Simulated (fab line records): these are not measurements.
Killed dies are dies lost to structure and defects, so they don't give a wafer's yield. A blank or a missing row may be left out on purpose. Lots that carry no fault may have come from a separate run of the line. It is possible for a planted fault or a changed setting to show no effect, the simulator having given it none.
fab line records	flow nandHarc
record: lots: 16	wafers: 48	lastDay: 33
route steps=1302 shown A_CHANNEL_HOLE_D1@487 A_DECK1_JOINT@539 A_CHANNEL_HOLE_D2@570 END@1301
lots untouched by any fault: they come from a run of this same line in which no faults occurred
startH: hours from the record's opening day to when the first of the lot's shown wafers began	waitH: how many hours have passed since the lot's step before this one	" the same as in the row above	L1.1+2: several wafers, shown together as one row	- value missing, or start not given	* or withheld: withheld	< > ~ a bound
route shown NAME@n: names a module that has steps shown in the file, with the first one's number in the route	usual: average and standard deviation across the fault-free wafers	same: alike in all rows	chamber/n: place in a boat	sites: per-site readings	_std_site: standard deviation of those values	_edge_site: the outer-site mean with the inner-site mean subtracted	radiusMm: how far each site lies from the wafer's centre	mask NAME#n: copy n	behind: tool/chamber where the wafer was last shaped	hold: what put the lot on hold/how long, in hours/how the hold closed	device: the n, p or np transistor that did not switch	end of line: tests of these same wafers at the route's end	where a step has no rows: the recipe by itself	killed: the dies lost at the first sort to structure and to defects; this is not the yield of the wafer	map: a wafer's dies, x killed, . not, _ none there
set.NAME: the setting as run; set.NAME@STEP: as run at that earlier step	model.NAME: the simulator's own value behind a step, which no gauge read
route steps across a sampled set of lots; one table per step, one row per wafer
services: when a tool's chamber went out of use (startH, in hours from the record's first day, below 0 if earlier), for how many hours, and the reason
== steps ==
step: NHARC_A_CHANNEL_HOLE_D1_CD_MEAS_30
usual: cdNm: 90.2/0.96
lot.wafer	tool	chamber	startH	waitH	cdNm
L239.3	cdSem-01	-	191.57	-	90.1
L239.4	"	-	"	"	89.6
L239.5	"	-	"	"	88.8
L238.3	cdSem-03	-	203.35	-	91.1
L238.4	"	-	"	"	90.0
L238.6	"	-	"	"	90.8
L240.1	cdSem-03	-	215.51	-	90.7
L240.2	"	-	"	"	89.8
L240.4	"	-	"	"	90.7
L241.1	cdSem-03	-	215.97	-	89.9
L241.4	"	-	"	"	88.9
L241.6	"	-	"	"	89.1
L245.2	cdSem-03	-	267.38	-	91.6
L245.3	"	-	"	"	88.4
L245.6	"	-	"	"	90.6
L246.1	cdSem-01	-	270.52	-	90.0
L246.2	"	-	"	"	91.8
L246.4	"	-	"	"	92.3
L247.3	cdSem-02	-	280.35	-	90.5
L247.5	"	-	"	"	89.6
L247.6	"	-	"	"	90.3
L248.4	cdSem-03	-	292.41	-	88.4
L248.5	"	-	"	"	88.7
L248.6	"	-	"	"	88.9
L250.3	cdSem-02	-	307.19	-	89.6
L250.5	"	-	"	"	91.5
L250.6	"	-	"	"	90.7
L252.3	cdSem-01	-	333.04	-	90.6
L252.4	"	-	"	"	89.7
L252.6	"	-	"	"	89.7
L255.3	cdSem-01	-	362.90	-	89.9
L255.5	"	-	"	"	90.6
L255.6	"	-	"	"	89.4
L257.1	cdSem-01	-	383.88	-	89.6
L257.2	"	-	"	"	89.4
L257.6	"	-	"	"	89.6
L258.2	cdSem-02	-	391.54	-	90.0
L258.3	"	-	"	"	90.7
L258.6	"	-	"	"	90.6
L259.2	cdSem-03	-	399.90	-	90.1
L259.3	"	-	"	"	89.2
L259.4	"	-	"	"	90.4
L260.1	cdSem-02	-	405.07	-	90.2
L260.2	"	-	"	"	91.0
L260.3	"	-	"	"	88.5
L261.1	cdSem-02	-	424.17	-	88.1
L261.5	"	-	"	"	88.9
L261.6	"	-	"	"	90.1
step: NHARC_A_DECK1_JOINT_CMP_02
recipe: material: SiOx
usual: motorCurrentA: 12.1/1.3	slurryFilterDpKPa: 13.50/0.13
lot.wafer	tool	chamber	startH	waitH	motorCurrentA	slurryFilterDpKPa
L239.3	cmp-02	2	269.43	0.4	12.9	13.63
L239.4	"	3	"	"	12.4	13.38
L239.5	"	1	"	"	11.4	13.70
L238.4	cmp-03	3	288.76	0.4	11.7	13.38
L238.3	"	0	"	"	11.5	13.50
L238.6	"	1	"	"	10.6	13.48
L241.4	cmp-03	2	298.14	0.4	12.1	13.59
L241.1	"	1	"	"	11.1	13.39
L241.6	"	2	"	"	12.6	13.69
L240.2	cmp-01	1	298.14	0.4	14.2	13.63
L240.1	"	2	"	"	13.1	13.50
L240.4	"	0	"	"	9.7	13.54
L245.3	cmp-01	3	354.10	0.4	13.6	13.35
L245.2	"	0	"	"	10.0	13.48
L245.6	"	3	"	"	13.4	13.41
L246.1	cmp-02	1	354.12	0.4	10.9	13.36
L246.2	"	3	"	"	13.2	13.51
L246.4	"	0	"	"	9.9	13.48
L247.3	cmp-01	3	371.97	0.4	13.2	13.59
L247.5	"	2	"	"	13.6	13.43
L247.6	"	3	"	"	13.4	13.32
L248.4	cmp-03	1	379.10	0.4	10.9	13.42
L248.6	"	1	"	"	10.8	13.81
L248.5	"	2	"	"	12.5	13.23
L250.3	cmp-02	3	391.11	0.4	12.2	13.48
L250.6	"	2	"	"	13.0	13.52
L250.5	"	3	"	"	12.5	13.33
L252.4	cmp-02	2	419.39	0.4	12.6	13.62
L252.3	"	3	"	"	12.7	13.69
L252.6	"	1	"	"	11.2	13.71
L255.3	cmp-03	2	448.53	0.4	12.3	13.57
L255.5	"	0	"	"	11.7	13.48
L255.6	"	1	"	"	10.4	13.50
L257.1	cmp-02	1	466.59	0.4	11.4	13.74
L257.2	"	2	"	"	13.0	13.61
L257.6	"	2	"	"	12.9	13.78
L258.3	cmp-01	1	474.50	0.4	13.6	13.42
L258.2	"	3	"	"	13.3	13.36
L258.6	"	1	"	"	14.4	13.47
L259.4	cmp-03	1	480.06	0.4	10.3	13.55
L259.2	"	2	"	"	12.3	13.45
L259.3	"	3	"	"	11.6	13.47
L260.3	cmp-03	2	496.09	0.4	12.6	13.74
L260.1	"	3	"	"	11.2	13.63
L260.2	"	0	"	"	11.9	13.51
L261.1	cmp-02	0	508.58	0.4	10.6	13.77
L261.6	"	0	"	"	10.4	13.39
L261.5	"	1	"	"	11.0	13.32
step: NHARC_A_CHANNEL_HOLE_D2_DEP_00
recipe: targetThkA: 31000	tempC: 400	material: aC
usual: throttleValvePct: 35.000/0.0098
lot.wafer	tool	chamber	startH	waitH	throttleValvePct
L239.3	aclDep-03	0	285.05	1.9	35.027
L239.4	"	0	"	"	34.991
L239.5	"	0	"	"	35.015
L238.3	aclDep-01	0	309.93	6.8	34.990
L238.4	"	0	"	"	35.003
L238.6	"	0	"	"	34.994
L241.1	aclDep-01	0	315.89	0.1	35.001
L241.4	"	0	"	"	35.003
L241.6	"	0	"	"	34.996
L240.1	aclDep-02	0	316.21	0.1	35.026
L240.2	"	0	"	"	35.013
L240.4	"	0	"	"	35.003
L246.1	aclDep-03	0	370.21	2.3	34.991
L246.2	"	0	"	"	34.998
L246.4	"	0	"	"	35.021
L245.2	aclDep-02	0	370.70	2.6	35.005
L245.3	"	0	"	"	35.004
L245.6	"	0	"	"	34.995
L247.3	aclDep-03	0	386.38	0.8	34.988
L247.5	"	0	"	"	34.996
L247.6	"	0	"	"	35.014
L248.4	aclDep-03	0	395.85	2.6	34.993
L248.5	"	0	"	"	34.994
L248.6	"	0	"	"	34.988
L250.3	aclDep-03	0	409.32	3.8	35.002
L250.5	"	0	"	"	35.002
L250.6	"	0	"	"	35.010
L252.3	aclDep-03	0	436.63	3.3	34.999
L252.4	"	0	"	"	35.001
L252.6	"	0	"	"	34.988
L255.3	aclDep-02	0	467.40	4.2	34.994
L255.5	"	0	"	"	35.018
L255.6	"	0	"	"	35.001
L257.1	aclDep-01	0	485.65	5.0	34.997
L257.2	"	0	"	"	34.986
L257.6	"	0	487.25	6.6	34.994
L258.2	aclDep-02	0	493.20	3.6	35.004
L258.3	"	0	"	"	34.980
L258.6	"	0	"	"	35.006
L259.2	aclDep-02	0	500.66	2.9	34.993
L259.3	"	0	"	"	34.997
L259.4	"	0	"	"	35.020
L260.1	aclDep-03	0	509.87	0.1	34.994
L260.2	"	0	"	"	35.020
L260.3	"	0	"	"	34.990
L261.1	aclDep-03	0	523.54	1.2	35.007
L261.5	"	0	524.81	2.4	35.002
L261.6	"	0	"	"	34.996
step: NHARC_A_CHANNEL_HOLE_D2_EXPOSE_07
recipe: na: 1.35	targetCdNm: 100	sigmaOuter: 0.3	doseMj: 59.65	maskId: HOLE_D2
usual: exposureDoseMJCm2: 59.60/0.07
lot.wafer	tool	chamber	startH	waitH	mask	exposureDoseMJCm2
L239.3	arfiScanner-01	0	286.96	-	HOLE_D2#0	59.67
L239.4	"	0	"	"	HOLE_D2#0	59.62
L239.5	"	0	"	"	HOLE_D2#0	59.55
L238.3	arfiScanner-01	0	311.69	-	HOLE_D2#0	59.69
L238.4	"	0	"	"	HOLE_D2#0	59.69
L238.6	"	0	"	"	HOLE_D2#0	59.66
L241.1	arfiScanner-01	0	318.28	-	HOLE_D2#0	59.72
L241.4	"	0	"	"	HOLE_D2#0	59.56
L241.6	"	0	"	"	HOLE_D2#0	59.60
L240.1	arfiScanner-03	0	318.71	-	HOLE_D2#0	59.69
L240.2	"	0	"	"	HOLE_D2#0	59.63
L240.4	"	0	"	"	HOLE_D2#0	59.53
L246.1	arfiScanner-03	0	372.71	-	HOLE_D2#0	59.49
L246.2	"	0	"	"	HOLE_D2#0	59.61
L246.4	"	0	"	"	HOLE_D2#0	59.56
L245.2	arfiScanner-02	0	372.90	-	HOLE_D2#0	84.37
L245.3	"	0	"	"	HOLE_D2#0	84.34
L245.6	"	0	"	"	HOLE_D2#0	84.25
L247.3	arfiScanner-02	0	388.15	-	HOLE_D2#0	79.34
L247.5	"	0	"	"	HOLE_D2#0	79.30
L247.6	"	0	"	"	HOLE_D2#0	79.36
L248.4	arfiScanner-02	0	397.64	-	HOLE_D2#0	78.25
L248.5	"	0	"	"	HOLE_D2#0	78.25
L248.6	"	0	"	"	HOLE_D2#0	78.22
L250.3	arfiScanner-02	0	411.25	-	HOLE_D2#0	78.33
L250.5	"	0	"	"	HOLE_D2#0	78.35
L250.6	"	0	"	"	HOLE_D2#0	78.30
L252.3	arfiScanner-03	0	438.39	-	HOLE_D2#0	59.53
L252.4	"	0	"	"	HOLE_D2#0	59.69
L252.6	"	0	"	"	HOLE_D2#0	59.66
L255.3	arfiScanner-01	0	469.29	-	HOLE_D2#0	59.72
L255.5	"	0	"	"	HOLE_D2#0	59.75
L255.6	"	0	"	"	HOLE_D2#0	59.78
L257.1	arfiScanner-01	0	488.17	-	HOLE_D2#0	59.60
L257.2	"	0	"	"	HOLE_D2#0	59.62
L257.6	"	0	"	"	HOLE_D2#0	59.67
L258.2	arfiScanner-01	0	495.28	-	HOLE_D2#0	59.59
L258.3	"	0	"	"	HOLE_D2#0	59.61
L258.6	"	0	"	"	HOLE_D2#0	59.57
L259.2	arfiScanner-03	0	502.85	-	HOLE_D2#0	59.50
L259.3	"	0	"	"	HOLE_D2#0	59.57
L259.4	"	0	"	"	HOLE_D2#0	59.58
L260.1	arfiScanner-03	0	512.63	-	HOLE_D2#0	59.58
L260.2	"	0	"	"	HOLE_D2#0	59.54
L260.3	"	0	"	"	HOLE_D2#0	59.56
L261.1	arfiScanner-03	0	525.92	-	HOLE_D2#0	59.45
L261.5	"	0	"	"	HOLE_D2#0	59.53
L261.6	"	0	"	"	HOLE_D2#0	59.44
step: NHARC_A_CHANNEL_HOLE_D2_CD_MEAS_10
recipe: targetCdNm: 100	landingEnergyEv: 500
usual: cdNm: 100.1/0.4
lot.wafer	tool	chamber	startH	waitH	cdNm
L239.3	cdSem-02	0	287.09	-	100.0
L239.4	"	0	"	"	99.9
L239.5	"	0	"	"	100.2
L238.3	cdSem-03	0	311.83	-	99.6
L238.4	"	0	"	"	100.1
L238.6	"	0	"	"	99.9
L241.1	cdSem-03	0	318.42	-	100.2
L241.4	"	0	"	"	99.7
L241.6	"	0	"	"	100.2
L240.1	cdSem-03	0	318.85	-	99.7
L240.2	"	0	"	"	100.4
L240.4	"	0	"	"	99.9
L246.1	cdSem-01	0	372.85	-	100.5
L246.2	"	0	"	"	100.1
L246.4	"	0	"	"	100.3
L245.2	cdSem-03	0	373.03	-	117.0
L245.3	"	0	"	"	116.1
L245.6	"	0	"	"	116.3
L247.3	cdSem-03	0	388.29	-	113.8
L247.5	"	0	"	"	114.3
L247.6	"	0	"	"	113.5
L248.4	cdSem-01	0	397.77	-	112.2
L248.5	"	0	"	"	112.9
L248.6	"	0	"	"	113.6
L250.3	cdSem-03	0	411.38	-	113.1
L250.5	"	0	"	"	113.0
L250.6	"	0	"	"	112.7
L252.3	cdSem-03	0	438.53	-	99.7
L252.4	"	0	"	"	99.9
L252.6	"	0	"	"	99.9
L255.3	cdSem-01	0	469.43	-	99.8
L255.5	"	0	"	"	99.9
L255.6	"	0	"	"	100.6
L257.1	cdSem-03	0	488.31	-	99.8
L257.2	"	0	"	"	99.4
L257.6	"	0	"	"	100.7
L258.2	cdSem-03	0	495.41	-	99.6
L258.3	"	0	"	"	100.2
L258.6	"	0	"	"	99.9
L259.2	cdSem-03	0	502.99	-	99.5
L259.3	"	0	"	"	100.0
L259.4	"	0	"	"	100.7
L260.1	cdSem-02	0	512.77	-	100.1
L260.2	"	0	"	"	100.1
L260.3	"	0	"	"	100.5
L261.1	cdSem-03	0	526.06	-	99.3
L261.5	"	0	"	"	100.6
L261.6	"	0	"	"	100.3
step: NHARC_A_CHANNEL_HOLE_D2_CD_MEAS_31
usual: cdNm: 89.8/1
lot.wafer	tool	chamber	startH	waitH	cdNm
L239.3	cdSem-03	-	293.99	-	88.3
L239.4	"	-	"	"	88.8
L239.5	"	-	"	"	89.0
L238.3	cdSem-01	-	318.70	-	87.7
L238.4	"	-	"	"	89.9
L238.6	"	-	"	"	89.1
L241.1	cdSem-03	-	325.28	-	89.5
L241.4	"	-	"	"	89.9
L241.6	"	-	"	"	89.3
L240.1	cdSem-02	-	326.38	-	91.4
L240.2	"	-	"	"	89.6
L240.4	"	-	"	"	90.3
L246.1	cdSem-01	-	379.74	-	91.0
L246.2	"	-	"	"	90.2
L246.4	"	-	"	"	91.0
L245.2	cdSem-01	-	379.94	-	106.1
L245.3	"	-	"	"	105.6
L245.6	"	-	"	"	105.4
L247.3	cdSem-02	-	395.88	-	103.2
L247.5	"	-	"	"	103.6
L247.6	"	-	"	"	103.7
L248.4	cdSem-01	-	407.88	-	99.9
L248.5	"	-	"	"	102.0
L248.6	"	-	"	"	101.7
L250.3	cdSem-01	-	420.01	-	102.7
L250.5	"	-	"	"	102.6
L250.6	"	-	"	"	101.9
L252.3	cdSem-03	-	445.39	-	89.4
L252.4	"	-	"	"	89.7
L252.6	"	-	"	"	90.4
L255.3	cdSem-03	-	476.33	-	88.4
L255.5	"	-	"	"	89.5
L255.6	"	-	"	"	89.9
L257.1	cdSem-01	-	495.20	-	88.6
L257.2	"	-	"	"	88.7
L257.6	"	-	"	"	90.5
L258.2	cdSem-03	-	502.30	-	89.9
L258.3	"	-	"	"	88.8
L258.6	"	-	"	"	89.5
L259.2	cdSem-01	-	510.69	0.1	90.5
L259.3	"	-	"	"	90.6
L259.4	"	-	"	"	89.5
L260.1	cdSem-02	-	519.65	-	88.7
L260.2	"	-	"	"	89.4
L260.3	"	-	"	"	88.9
L261.1	cdSem-03	-	533.11	-	90.2
L261.5	"	-	"	"	91.4
L261.6	"	-	"	"	91.1
step: NHARC_A_CHANNEL_HOLE_D2_XSEM_32
recipe: landingEnergyEv: 35000
usual: botCdNm: 74.4/1.2	bowNm: 8.58/0.29	tiltDeg: 0.08/0.048
lot.wafer	tool	chamber	startH	waitH	botCdNm	bowNm	tiltDeg
L239.3	xsem-02	0	294.08	0.1	73.0	8.41	0.05
L239.4	"	0	"	"	73.2	8.47	0.05
L239.5	"	0	"	"	74.1	8.42	0.06
L238.3	xsem-01	0	318.79	0.1	71.8	8.33	0.11
L238.4	"	0	"	"	73.8	8.38	0.12
L238.6	"	0	"	"	73.3	8.40	0.12
L241.1	xsem-02	0	325.37	0.1	74.1	8.55	0.09
L241.4	"	0	"	"	74.1	8.52	0.09
L241.6	"	0	"	"	73.1	8.46	0.09
L240.1	xsem-01	0	326.46	0.1	75.4	8.56	-0.01
L240.2	"	0	"	"	72.8	8.53	-0.01
L240.4	"	0	"	"	74.5	8.66	-0.01
L246.1	xsem-02	0	379.83	0.1	74.4	8.84	0.12
L246.2	"	0	"	"	73.8	8.84	0.12
L246.4	"	0	"	"	74.6	8.78	0.12
L245.2	xsem-02	0	380.04	0.1	91.2	8.58	0.14
L245.3	"	0	"	"	88.7	8.45	0.13
L245.6	"	0	"	"	90.8	8.57	0.14
L247.3	xsem-02	0	395.97	0.1	86.6	8.82	0.04
L247.5	"	0	"	"	88.0	8.70	0.04
L247.6	"	0	"	"	88.0	8.81	0.04
L248.4	xsem-01	0	407.97	0.1	84.1	8.29	0.08
L248.5	"	0	"	"	86.1	8.29	0.08
L248.6	"	0	"	"	85.2	8.24	0.08
L250.3	xsem-01	0	420.10	0.1	86.8	8.35	0.01
L250.5	"	0	"	"	87.2	8.36	0.01
L250.6	"	0	"	"	86.2	8.43	0.01
L252.3	xsem-02	0	445.49	0.1	74.9	9.02	0.18
L252.4	"	0	"	"	74.7	9.00	0.18
L252.6	"	0	"	"	75.2	9.03	0.18
L255.3	xsem-01	0	476.41	0.1	73.1	8.88	0.06
L255.5	"	0	"	"	74.7	8.91	0.06
L255.6	"	0	"	"	75.2	8.85	0.06
L257.1	xsem-02	0	495.29	0.1	73.9	8.36	0.07
L257.2	"	0	"	"	74.0	8.39	0.07
L257.6	"	0	"	"	74.9	8.42	0.07
L258.2	xsem-01	0	502.39	0.1	74.1	8.46	-0.01
L258.3	"	0	"	"	73.8	8.50	-0.01
L258.6	"	0	"	"	73.3	8.50	-0.01
L259.2	xsem-01	0	510.78	0.1	75.7	8.46	0.10
L259.3	"	0	"	"	75.4	8.35	0.10
L259.4	"	0	"	"	74.0	8.40	0.10
L260.1	xsem-02	0	519.74	0.1	73.0	8.59	0.03
L260.2	"	0	"	"	73.7	8.64	0.03
L260.3	"	0	"	"	73.0	8.57	0.03
L261.1	xsem-02	0	533.20	0.1	75.4	8.70	0.13
L261.5	"	0	"	"	76.4	8.72	0.13
L261.6	"	0	"	"	75.9	8.82	0.13
step: NHARC_END_WLT_00
usual: VT_DECK1_BOTTOM: 0.871/0.0061	VT_DECK1_BOTTOM_INNER: 0.870/0.0064	VT_DECK1_MEDIAN_NEAR_BOTTOM: 0.872/0.0065	VT_DECK1_MEDIAN_NEAR_BOTTOM_INNER: 0.872/0.0065	VT_DECK1_MIDDLE: 0.884/0.0064	VT_DECK1_MIDDLE_INNER: 0.884/0.0062	VT_DECK1_TOP: 0.896/0.0069	VT_DECK1_TOP_INNER: 0.895/0.0067	VT_DECK2_BOTTOM: 0.870/0.0074	VT_DECK2_BOTTOM_INNER: 0.870/0.007	VT_DECK2_MEDIAN_NEAR_BOTTOM: 0.870/0.0073	VT_DECK2_MEDIAN_NEAR_BOTTOM_INNER: 0.870/0.0073	VT_DECK2_MIDDLE: 0.883/0.0079	VT_DECK2_MIDDLE_INNER: 0.883/0.0075	VT_DECK2_TOP: 0.895/0.0075	VT_DECK2_TOP_INNER: 0.895/0.0072
lot.wafer	tool	chamber	startH	waitH	VT_DECK1_BOTTOM	VT_DECK1_BOTTOM_INNER	VT_DECK1_MEDIAN_NEAR_BOTTOM	VT_DECK1_MEDIAN_NEAR_BOTTOM_INNER	VT_DECK1_MIDDLE	VT_DECK1_MIDDLE_INNER	VT_DECK1_TOP	VT_DECK1_TOP_INNER	VT_DECK2_BOTTOM	VT_DECK2_BOTTOM_INNER	VT_DECK2_MEDIAN_NEAR_BOTTOM	VT_DECK2_MEDIAN_NEAR_BOTTOM_INNER	VT_DECK2_MIDDLE	VT_DECK2_MIDDLE_INNER	VT_DECK2_TOP	VT_DECK2_TOP_INNER
L239.3	prober-01	-	554.32	1.1	0.871	0.868	0.872	0.872	0.883	0.882	0.898	0.892	0.861	0.857	0.862	0.867	0.871	0.871	0.891	0.886
L239.4	"	-	"	"	0.864	0.873	0.862	0.864	0.890	0.878	0.889	0.894	0.863	0.859	0.858	0.864	0.869	0.883	0.892	0.887
L239.5	"	-	"	"	0.864	0.856	0.862	0.867	0.882	0.877	0.892	0.889	0.862	0.858	0.862	0.865	0.875	0.872	0.893	0.896
L238.3	prober-02	-	572.65	1.1	0.874	0.872	0.872	0.871	0.889	0.879	0.890	0.905	0.865	0.865	0.863	0.872	0.880	0.887	0.900	0.888
L238.4	"	-	"	"	0.868	0.873	0.865	0.873	0.870	0.870	0.897	0.890	0.880	0.873	0.867	0.878	0.893	0.886	0.890	0.899
L238.6	"	-	574.17	2.6	0.875	0.871	0.880	0.864	0.886	0.890	0.892	0.896	0.870	0.864	0.868	0.876	0.881	0.887	0.907	0.896
L241.1	prober-01	-	581.10	0.0	0.875	0.874	0.874	0.879	0.884	0.888	0.898	0.899	0.865	0.875	0.876	0.871	0.890	0.887	0.893	0.896
L241.4	"	-	582.61	1.5	0.870	0.871	0.876	0.878	0.886	0.884	0.896	0.899	0.867	0.883	0.866	0.870	0.884	0.880	0.896	0.898
L241.6	"	-	583.61	2.5	0.873	0.863	0.866	0.884	0.881	0.890	0.892	0.902	0.871	0.866	0.866	0.870	0.889	0.878	0.895	0.891
L240.1	prober-01	-	599.17	4.6	0.862	0.869	0.870	0.862	0.881	0.874	0.898	0.890	0.871	0.869	0.866	0.866	0.885	0.873	0.888	0.894
L240.2	"	-	"	"	0.866	0.854	0.860	0.865	0.874	0.878	0.883	0.888	0.877	0.865	0.869	0.872	0.884	0.892	0.897	0.898
L240.4	"	-	600.67	6.0	0.865	0.873	0.867	0.860	0.881	0.877	0.880	0.896	0.866	0.867	0.876	0.871	0.887	0.876	0.897	0.893
L246.1	prober-01	-	639.82	0.0	0.865	0.866	0.868	0.867	0.882	0.881	0.889	0.893	0.879	0.878	0.882	0.877	0.890	0.892	0.906	0.902
L246.2	"	-	"	"	0.867	0.866	0.873	0.874	0.881	0.886	0.892	0.896	0.881	0.870	0.880	0.871	0.892	0.886	0.902	0.890
L246.4	"	-	"	"	0.869	0.874	0.875	0.875	0.889	0.881	0.894	0.888	0.874	0.875	0.880	0.873	0.892	0.894	0.899	0.904
L245.2	prober-02	-	644.16	0.6	0.878	0.886	0.878	0.888	0.899	0.894	0.900	0.900	0.913	0.922	0.923	0.921	0.928	0.935	0.947	0.935
L245.3	"	-	"	"	0.885	0.869	0.887	0.884	0.883	0.884	0.907	0.905	0.924	0.923	0.918	0.916	0.934	0.930	0.942	0.941
L245.6	"	-	646.14	2.5	0.879	0.880	0.876	0.880	0.894	0.890	0.903	0.909	0.918	0.924	0.922	0.923	0.924	0.929	0.941	0.946
L247.3	prober-01	-	654.08	1.1	0.879	0.872	0.876	0.879	0.889	0.893	0.902	0.903	0.898	0.895	0.896	0.895	0.901	0.913	0.914	0.909
L247.5	"	-	655.11	2.1	0.872	0.875	0.871	0.866	0.893	0.884	0.895	0.895	0.902	0.897	0.893	0.898	0.906	0.902	0.915	0.907
L247.6	"	-	"	"	0.874	0.881	0.879	0.871	0.896	0.895	0.897	0.906	0.894	0.900	0.891	0.897	0.894	0.898	0.910	0.912
L250.3	prober-02	-	679.57	1.1	0.874	0.869	0.867	0.882	0.893	0.889	0.898	0.906	0.906	0.898	0.911	0.906	0.905	0.908	0.922	0.929
L250.5	"	-	680.58	2.1	0.884	0.879	0.881	0.878	0.893	0.889	0.899	0.900	0.909	0.912	0.905	0.910	0.914	0.923	0.920	0.928
L250.6	"	-	"	"	0.880	0.885	0.877	0.880	0.886	0.888	0.901	0.900	0.903	0.904	0.907	0.894	0.908	0.912	0.913	0.931
L248.4	prober-01	-	680.03	1.5	0.867	0.873	0.865	0.872	0.891	0.890	0.911	0.911	0.882	0.903	0.893	0.894	0.905	0.902	0.920	0.912
L248.5	"	-	"	"	0.875	0.871	0.875	0.873	0.888	0.890	0.910	0.904	0.899	0.900	0.891	0.899	0.910	0.913	0.918	0.924
L248.6	"	-	"	"	0.886	0.868	0.878	0.880	0.889	0.892	0.902	0.902	0.892	0.905	0.897	0.896	0.910	0.913	0.917	0.920
L252.3	prober-01	-	695.32	3.8	0.874	0.874	0.869	0.863	0.878	0.882	0.899	0.897	0.865	0.866	0.863	0.863	0.879	0.885	0.888	0.891
L252.4	"	-	"	"	0.875	0.868	0.868	0.868	0.886	0.875	0.886	0.888	0.865	0.866	0.872	0.867	0.887	0.885	0.890	0.894
L252.6	"	-	"	"	0.877	0.866	0.874	0.864	0.872	0.885	0.896	0.890	0.864	0.863	0.864	0.874	0.879	0.881	0.892	0.890
L255.3	prober-02	-	735.42	1.1	0.872	0.879	0.874	0.878	0.884	0.884	0.903	0.901	0.865	0.865	0.858	0.860	0.872	0.875	0.893	0.887
L255.5	"	-	736.42	2.1	0.881	0.878	0.880	0.868	0.884	0.884	0.906	0.901	0.861	0.857	0.865	0.861	0.868	0.872	0.893	0.895
L255.6	"	-	"	"	0.880	0.879	0.870	0.878	0.889	0.888	0.902	0.906	0.870	0.867	0.865	0.865	0.872	0.866	0.888	0.884
L257.1	prober-01	-	758.78	0.0	0.866	0.874	0.872	0.872	0.887	0.888	0.901	0.904	0.872	0.869	0.863	0.871	0.879	0.887	0.898	0.897
L257.2	"	-	"	"	0.870	0.868	0.870	0.874	0.887	0.885	0.890	0.893	0.869	0.870	0.870	0.873	0.882	0.882	0.900	0.892
L257.6	"	-	761.32	2.6	0.865	0.877	0.864	0.872	0.881	0.880	0.892	0.894	0.869	0.876	0.873	0.874	0.889	0.888	0.893	0.890
L258.2	prober-01	-	768.98	0.5	0.863	0.862	0.861	0.860	0.873	0.873	0.887	0.895	0.854	0.862	0.871	0.868	0.876	0.879	0.886	0.887
L258.3	"	-	"	"	0.866	0.867	0.863	0.865	0.878	0.877	0.880	0.888	0.857	0.858	0.867	0.855	0.873	0.867	0.879	0.884
L258.6	"	-	770.97	2.5	0.869	0.866	0.867	0.871	0.874	0.874	0.889	0.888	0.866	0.856	0.856	0.859	0.883	0.870	0.884	0.887
L259.2	prober-02	-	769.00	0.6	0.873	0.877	0.881	0.873	0.880	0.890	0.900	0.902	0.880	0.884	0.880	0.876	0.889	0.887	0.906	0.903
L259.3	"	-	"	"	0.868	0.873	0.873	0.879	0.883	0.887	0.894	0.893	0.872	0.888	0.877	0.877	0.892	0.889	0.902	0.895
L259.4	"	-	"	"	0.877	0.872	0.879	0.879	0.884	0.886	0.902	0.902	0.877	0.877	0.883	0.879	0.892	0.886	0.907	0.913
L260.1	prober-02	-	776.22	2.8	0.869	0.871	0.865	0.868	0.878	0.875	0.887	0.887	0.864	0.851	0.852	0.856	0.877	0.867	0.876	0.891
L260.2	"	-	"	"	0.864	0.872	0.876	0.871	0.878	0.875	0.888	0.892	0.859	0.858	0.873	0.864	0.867	0.873	0.887	0.882
L260.3	"	-	"	"	0.855	0.862	0.861	0.859	0.880	0.872	0.892	0.884	0.862	0.856	0.852	0.851	0.874	0.876	0.890	0.887
L261.1	prober-01	-	791.12	0.0	0.875	0.869	0.876	0.872	0.890	0.886	0.906	0.906	0.877	0.873	0.871	0.872	0.884	0.882	0.887	0.892
L261.5	"	-	793.09	2.0	0.864	0.876	0.877	0.876	0.892	0.891	0.907	0.909	0.875	0.884	0.875	0.871	0.894	0.882	0.895	0.904
L261.6	"	-	"	"	0.878	0.873	0.871	0.886	0.885	0.895	0.906	0.902	0.878	0.872	0.875	0.875	0.884	0.879	0.890	0.887
== services ==
tool	chamber	startH	hours	kind
cmp-02	-	247.48	1.2	repair
arfiScanner-03	-	260.98	39.5	repair
cmp-03	-	261.02	4.0	pm
arfiScanner-01	-	266.48	4.0	pm
aclDep-03	-	299.08	13.0	pm
arfiScanner-01	-	304.15	5.7	repair
xsem-01	-	314.13	1.4	repair
cmp-02	-	331.74	4.0	pm
cmp-03	-	355.13	1.5	repair
xsem-02	-	356.66	1.2	repair
cmp-03	-	359.02	4.0	pm
arfiScanner-03	-	368.00	4.0	pm
xsem-01	-	374.00	14.0	pm
cmp-02	-	374.08	2.7	repair
arfiScanner-01	-	379.02	5.4	repair
cmp-02	-	412.05	0.5	repair
cmp-02	-	429.74	4.0	pm
arfiScanner-01	-	438.48	4.0	pm
arfiScanner-03	-	453.06	0.7	repair
cmp-03	-	457.02	4.0	pm
cmp-02	-	477.69	3.1	repair
aclDep-03	-	480.11	13.0	pm
arfiScanner-03	-	487.40	0.8	repair
cmp-02	-	527.74	4.0	pm
== key ==
firstSign: step: NHARC_A_CHANNEL_HOLE_D2_EXPOSE_07	reading: exposureDoseMJCm2	direction: up	sigmas: 99+	usual: 59.60	struck: 80.06
effect: step: NHARC_A_CHANNEL_HOLE_D2_CD_MEAS_10	reading: cdNm	direction: up	sigmas: 35	usual: 100.1	struck: 114.1	through: controlLoop
effect: step: NHARC_A_CHANNEL_HOLE_D2_CD_MEAS_31	reading: cdNm	direction: up	sigmas: 13	usual: 89.8	struck: 103.2	through: controlLoop
effect: step: NHARC_A_CHANNEL_HOLE_D2_XSEM_32	reading: botCdNm	direction: up	sigmas: 11	usual: 74.4	struck: 87.4	through: controlLoop
effect: step: NHARC_END_WLT_00	reading: VT_DECK2_BOTTOM_INNER	direction: up	sigmas: 5.3	usual: 0.870	struck: 0.907
metAt NHARC_A_CHANNEL_HOLE_D2_EXPOSE_07
struckLots L245,L247,L248,L250
sortLeftOut L245.2,L245.3,L245.6,L247.3,L247.5,L247.6,L248.4,L248.5,L248.6,L250.3,L250.5,L250.6
testerLeftOut L245,L247,L248,L250
loopTrim: step: NHARC_A_CHANNEL_HOLE_D2_EXPOSE_07	setting: dose	lots: L247,L248,L250
notActingAt NHARC_A_CHANNEL_HOLE_D1_CD_MEAS_30,NHARC_A_DECK1_JOINT_CMP_02,NHARC_A_CHANNEL_HOLE_D2_DEP_00
fault: kind: processParameterDrift	tool: arfiScanner-02	chamber: -	onsetH: 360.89	steps: NHARC_A_CHANNEL_HOLE_D2_EXPOSE_07	channel: doseMj	offset: 24.646	shape: step	actsIn: theseRecipesOnly	stated: 59.65
testerLeftOut: of these lots the tester's yield and bins aren't shown, on N5 and GAA mostly nor the transistor test; their killed dies are dies lost to structure and defects alone, not to doping, threshold or leakage, so they don't give the yield
sortLeftOut: the simulated sort isn't trusted on such a fault, so these wafers' sort isn't shown, and their yield isn't known
loopTrim: a control loop set the setting to another value than it would have without faults
